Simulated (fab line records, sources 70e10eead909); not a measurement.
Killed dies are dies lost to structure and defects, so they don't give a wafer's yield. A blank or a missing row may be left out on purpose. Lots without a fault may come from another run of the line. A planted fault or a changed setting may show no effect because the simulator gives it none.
A sampling plan put to the test | flow nand_harc | one fab line, 25 faults that these records tell of, each judged on the records of the lots that it struck
The plan is the line's own looks: the steps of the route at which a gauge or an inspection reads the wafer and doesn't change it. A look can be judged if struck wafers have a number there and the file gives its usual mean and standard deviation on fault-free wafers. Caught: at a look after the fault's first step, the mean of the struck wafers lies 4 or more of those standard deviations (sigma) from the usual mean. On the tool: the same test on the tool's own readings at the fault's steps. Another recipe on the struck wafers, or a record that is blank for them alone, also counts as caught.

THE FAULTS, as the simulator had put them in
1. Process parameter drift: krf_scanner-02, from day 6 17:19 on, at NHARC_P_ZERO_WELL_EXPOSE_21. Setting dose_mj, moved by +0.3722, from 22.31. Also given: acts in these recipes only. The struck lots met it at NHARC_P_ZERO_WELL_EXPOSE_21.
2. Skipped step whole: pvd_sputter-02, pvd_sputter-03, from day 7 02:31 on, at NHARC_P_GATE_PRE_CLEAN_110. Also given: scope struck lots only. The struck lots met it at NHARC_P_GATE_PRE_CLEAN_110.
3. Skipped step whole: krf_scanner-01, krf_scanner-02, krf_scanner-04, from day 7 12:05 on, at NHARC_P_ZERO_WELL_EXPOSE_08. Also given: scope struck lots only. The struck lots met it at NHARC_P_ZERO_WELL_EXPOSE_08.
4. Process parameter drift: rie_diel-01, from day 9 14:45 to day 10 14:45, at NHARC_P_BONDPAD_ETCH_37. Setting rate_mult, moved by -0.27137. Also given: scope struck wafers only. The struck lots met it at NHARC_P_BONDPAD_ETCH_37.
5. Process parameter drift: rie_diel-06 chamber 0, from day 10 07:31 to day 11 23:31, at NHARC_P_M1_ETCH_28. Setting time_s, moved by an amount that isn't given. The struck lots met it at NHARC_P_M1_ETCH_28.
6. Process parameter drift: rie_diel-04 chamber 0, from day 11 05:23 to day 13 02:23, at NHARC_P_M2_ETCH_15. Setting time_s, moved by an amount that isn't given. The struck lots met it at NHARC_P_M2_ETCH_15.
7. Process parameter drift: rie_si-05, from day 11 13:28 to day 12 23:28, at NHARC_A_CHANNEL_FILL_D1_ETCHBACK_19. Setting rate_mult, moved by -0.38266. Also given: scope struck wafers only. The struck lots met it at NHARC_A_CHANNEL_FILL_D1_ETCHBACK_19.
8. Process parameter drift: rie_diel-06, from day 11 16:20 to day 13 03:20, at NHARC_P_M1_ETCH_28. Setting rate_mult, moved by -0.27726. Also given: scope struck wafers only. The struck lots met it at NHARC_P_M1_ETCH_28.
9. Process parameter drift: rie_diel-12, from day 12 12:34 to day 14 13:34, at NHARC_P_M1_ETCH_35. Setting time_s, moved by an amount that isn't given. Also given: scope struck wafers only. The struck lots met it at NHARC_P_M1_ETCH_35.
10. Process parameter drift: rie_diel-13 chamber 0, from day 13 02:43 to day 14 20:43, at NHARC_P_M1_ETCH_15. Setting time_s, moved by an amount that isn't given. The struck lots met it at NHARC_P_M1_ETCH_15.
11. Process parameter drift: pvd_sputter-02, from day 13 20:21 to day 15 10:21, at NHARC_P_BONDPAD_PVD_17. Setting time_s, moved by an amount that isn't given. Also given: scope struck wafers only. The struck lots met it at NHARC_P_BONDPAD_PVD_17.
12. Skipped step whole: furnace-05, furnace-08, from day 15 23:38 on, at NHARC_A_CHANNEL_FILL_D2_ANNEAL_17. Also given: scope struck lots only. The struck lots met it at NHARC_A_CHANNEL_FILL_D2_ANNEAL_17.
13. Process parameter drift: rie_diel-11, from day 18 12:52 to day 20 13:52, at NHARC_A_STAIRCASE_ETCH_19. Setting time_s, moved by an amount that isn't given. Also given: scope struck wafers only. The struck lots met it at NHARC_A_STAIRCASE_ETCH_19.
14. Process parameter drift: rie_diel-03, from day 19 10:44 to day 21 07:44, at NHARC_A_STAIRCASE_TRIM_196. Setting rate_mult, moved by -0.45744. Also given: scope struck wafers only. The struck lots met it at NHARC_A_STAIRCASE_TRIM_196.
15. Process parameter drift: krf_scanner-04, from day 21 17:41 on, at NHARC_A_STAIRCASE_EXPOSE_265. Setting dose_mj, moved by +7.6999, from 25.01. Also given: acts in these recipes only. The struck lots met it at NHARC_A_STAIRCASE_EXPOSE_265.
16. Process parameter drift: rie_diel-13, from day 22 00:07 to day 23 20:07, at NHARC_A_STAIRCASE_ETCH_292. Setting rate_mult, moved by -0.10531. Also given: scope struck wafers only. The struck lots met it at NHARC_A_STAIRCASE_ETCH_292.
17. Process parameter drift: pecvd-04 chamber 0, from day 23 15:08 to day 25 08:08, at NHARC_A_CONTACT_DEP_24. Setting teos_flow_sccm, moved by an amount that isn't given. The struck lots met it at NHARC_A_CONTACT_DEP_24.
18. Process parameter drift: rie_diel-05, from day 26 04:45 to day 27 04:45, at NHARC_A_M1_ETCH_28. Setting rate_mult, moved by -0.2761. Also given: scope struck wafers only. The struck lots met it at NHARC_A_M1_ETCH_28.
19. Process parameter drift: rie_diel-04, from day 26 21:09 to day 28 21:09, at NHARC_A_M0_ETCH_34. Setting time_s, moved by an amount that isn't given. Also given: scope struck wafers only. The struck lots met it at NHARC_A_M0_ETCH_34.
20. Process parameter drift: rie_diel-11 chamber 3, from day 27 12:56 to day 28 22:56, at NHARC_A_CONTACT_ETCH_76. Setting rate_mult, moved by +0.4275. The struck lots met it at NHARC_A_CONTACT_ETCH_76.
21. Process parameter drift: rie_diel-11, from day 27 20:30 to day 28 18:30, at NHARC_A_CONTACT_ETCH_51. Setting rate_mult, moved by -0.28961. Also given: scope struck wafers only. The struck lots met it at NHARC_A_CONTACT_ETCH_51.
22. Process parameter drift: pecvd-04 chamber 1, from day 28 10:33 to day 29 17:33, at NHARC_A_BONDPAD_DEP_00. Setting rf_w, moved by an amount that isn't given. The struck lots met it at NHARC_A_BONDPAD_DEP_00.
23. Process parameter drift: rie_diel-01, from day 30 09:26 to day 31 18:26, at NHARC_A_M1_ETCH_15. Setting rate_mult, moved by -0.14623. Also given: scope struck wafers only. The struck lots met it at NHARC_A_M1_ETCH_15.
24. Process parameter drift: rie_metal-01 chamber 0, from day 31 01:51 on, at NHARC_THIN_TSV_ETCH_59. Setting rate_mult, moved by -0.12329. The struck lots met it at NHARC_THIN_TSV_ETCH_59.
25. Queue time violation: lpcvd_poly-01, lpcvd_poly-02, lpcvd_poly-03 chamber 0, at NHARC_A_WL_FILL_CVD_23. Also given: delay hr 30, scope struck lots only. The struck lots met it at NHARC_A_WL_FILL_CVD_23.

WHAT THE PLAN SAW
fault | on the tool itself                               | first look that catches it                      | reading, sigma                                            | median hours from its first step to that look | hours from the fault's start to the first struck lot there | judged looks passed uncaught
1     | exposure_dose_mJ_cm2 +17 sigma                   | no look after it can be judged                  | -                                                         | -                                             | -                                                          | 0
2     | the tool's record is blank for the struck wafers | no look after it can be judged                  | -                                                         | -                                             | -                                                          | 0
3     | no reading that can be judged                    | no look after it can be judged                  | -                                                         | -                                             | -                                                          | 0
4     | oes_product_au -17 sigma                         | none of the 2 looks that can be judged after it | strongest: killed_at_periphery at NHARC_END_SORT_01, +2.2 | -                                             | -                                                          | 2
5     | run_length_s -35 sigma                           | none of the 2 looks that can be judged after it | -                                                         | -                                             | -                                                          | 2
6     | run_length_s -18 sigma                           | not the one look that can be judged after it    | -                                                         | -                                             | -                                                          | 1
7     | oes_product_au -24 sigma                         | no look after it can be judged                  | -                                                         | -                                             | -                                                          | 0
8     | oes_product_au -18 sigma                         | no look after it can be judged                  | -                                                         | -                                             | -                                                          | 0
9     | run_length_s -23 sigma                           | not the one look that can be judged after it    | -                                                         | -                                             | -                                                          | 1
10    | run_length_s -16 sigma                           | not the one look that can be judged after it    | -                                                         | -                                             | -                                                          | 1
11    | under 2 sigma                                    | no look after it can be judged                  | -                                                         | -                                             | -                                                          | 0
12    | the tool's record is blank for the struck wafers | no look after it can be judged                  | -                                                         | -                                             | -                                                          | 0
13    | run_length_s -5.8 sigma                          | no look after it can be judged                  | -                                                         | -                                             | -                                                          | 0
14    | oes_product_au -32 sigma                         | NHARC_END_SORT_01                               | killed_at_array +34                                       | 229.0                                         | 215                                                        | 0
15    | exposure_dose_mJ_cm2 +99 or beyond sigma         | no look after it can be judged                  | -                                                         | -                                             | -                                                          | 0
16    | only faintly: oes_product_au -3.5 sigma          | NHARC_END_SORT_01                               | killed_at_array +28                                       | 200.2                                         | 237                                                        | 0
17    | mfc_precursor_sccm +33 sigma                     | no look after it can be judged                  | -                                                         | -                                             | -                                                          | 0
18    | oes_product_au -15 sigma                         | not the one look that can be judged after it    | -                                                         | -                                             | -                                                          | 1
19    | run_length_s -29 sigma                           | not the one look that can be judged after it    | -                                                         | -                                             | -                                                          | 1
20    | oes_product_au +23 sigma                         | not the one look that can be judged after it    | -                                                         | -                                             | -                                                          | 1
21    | oes_product_au -16 sigma                         | NHARC_END_SORT_01                               | killed_at_array +34                                       | 77.0                                          | 74                                                         | 0
22    | rf_fwd_power_W -99 or beyond sigma               | no look after it can be judged                  | -                                                         | -                                             | -                                                          | 0
23    | oes_product_au -5.0 sigma                        | no look after it can be judged                  | -                                                         | -                                             | -                                                          | 0
24    | oes_product_au -6.3 sigma                        | no look after it can be judged                  | -                                                         | -                                             | -                                                          | 0
25    | under 2 sigma                                    | not the one look that can be judged after it    | -                                                         | -                                             | -                                                          | 1
A dash: the fault isn't caught, or these records don't give the number.

Caught at a look: 3 of 25. Caught on the tool: 21 of 25. By one or the other: 22 of 25.
Caught on the tool alone: faults 1, 2, 4, 5, 6, 7, 8, 9, 10, 12, 13, 15, 17, 18, 19, 20, 22, 23, 24.
Caught at a look alone: fault 16.
Caught by neither: faults 3, 11, 25.

THINNER SAMPLING
If the look that catches a fault measured only every second or every third lot, by lot number, the first struck lot would be measured this late in the worst case:
fault | struck lots at that look, in order of time | every lot | every second lot | every third lot
14    | L443, L444, L446                           | 215 h     | 261 h            | may miss all 3
16    | L357                                       | 237 h     | may miss it      | may miss it
21    | L209, L208                                 | 74 h      | 80 h             | may miss all 2
Hours are from the fault's start to the first struck lot that is measured. The limit of 4 sigma was tested on all struck wafers together, so one lot alone may lie under it. Other struck lots may not be in these records.

THE LONGEST TIMED WAY FROM STEP TO LOOK
Fault 14: a median of 229.0 hours passes between NHARC_A_STAIRCASE_TRIM_196 and NHARC_END_SORT_01. No look between them can be judged.
